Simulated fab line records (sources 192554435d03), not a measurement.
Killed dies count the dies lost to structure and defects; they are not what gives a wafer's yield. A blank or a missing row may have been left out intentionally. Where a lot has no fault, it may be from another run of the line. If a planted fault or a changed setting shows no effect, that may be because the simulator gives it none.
Matching of chambers ; flow n5_finfet ; N5_BEOL_M0_SAQP_SPACER1_ALD_98 on ald_sin-04 has 4 sister chambers
The step deposits SiO2, target thk 12.8 nm, pulse time 1 s, purge time 2 s. 18 wafers are shown with their chamber, then 9 later ones without.

== EACH WAFER AND ITS CHAMBER ==
wafer;chamber;heater_power_w (W);precursor_pulse_height_rel
L074.1;3;502;0.975
L074.4;0;523;1.015
L074.6;3;497;0.979
L077.1;0;523;1.010
L077.2;1;487;1.026
L077.4;3;480;0.997
L083.2;3;516;0.977
L083.5;3;515;1.012
L083.6;0;525;0.997
L086.1;1;491;0.972
L086.2;3;495;0.985
L086.3;0;510;0.996
L088.1;0;521;1.033
L088.4;3;497;1.032
L088.5;2;481;0.992
L090.1;1;491;1.013
L090.5;3;501;1.023
L090.6;2;477;1.006

SIGNATURES (averages over the wafers above)
reading;chamber 0;chamber 1;chamber 2;chamber 3;scatter within a chamber
heater_power_w;520.40;489.67;479.00;500.38;8.82
precursor_pulse_height_rel;1.01020;1.00367;0.99900;0.99750;0.0208
Rule: for a wafer and a chamber, the distance is found by dividing, reading by reading, the gap between the wafer's reading and the chamber's mean by the reading's scatter, squaring, summing and taking the root. If the next closest chamber is less than 2 further off than the closest, the wafer can't be placed; otherwise it belongs to the closest. How the scatter is found: for the shown wafers, subtract from each reading the mean of its chamber, square and add these, divide the total by (wafers less chambers), then take the root.

== WAFERS MISSING THEIR CHAMBER ==
wafer;heater_power_w (W);precursor_pulse_height_rel
L076.2;487;0.972
L076.3;526;0.981
L076.5;485;0.993
L095.1;512;0.996
L095.3;481;0.994
L095.6;482;1.023
L096.1;507;0.996
L096.3;513;1.010
L096.4;481;1.020

== WHICH CHAMBER EACH ONE RAN IN ==
wafer;from the rows above;in truth
L076.2;can't be placed: 1 or 2 or 3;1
L076.3;can't be placed: 0 or 3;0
L076.5;can't be placed: 1 or 2 or 3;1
L095.1;can't be placed: 0 or 3 or 1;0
L095.3;can't be placed: 2 or 1 or 3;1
L095.6;can't be placed: 2 or 1 or 3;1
L096.1;can't be placed: 3 or 0 or 1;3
L096.3;can't be placed: 0 or 3 or 1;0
L096.4;can't be placed: 2 or 1 or 3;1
Placed correctly: 0 of 9. Cannot be placed on the basis of these rows: 9; the candidates contain the true chamber in 9. Placed wrongly: 0.
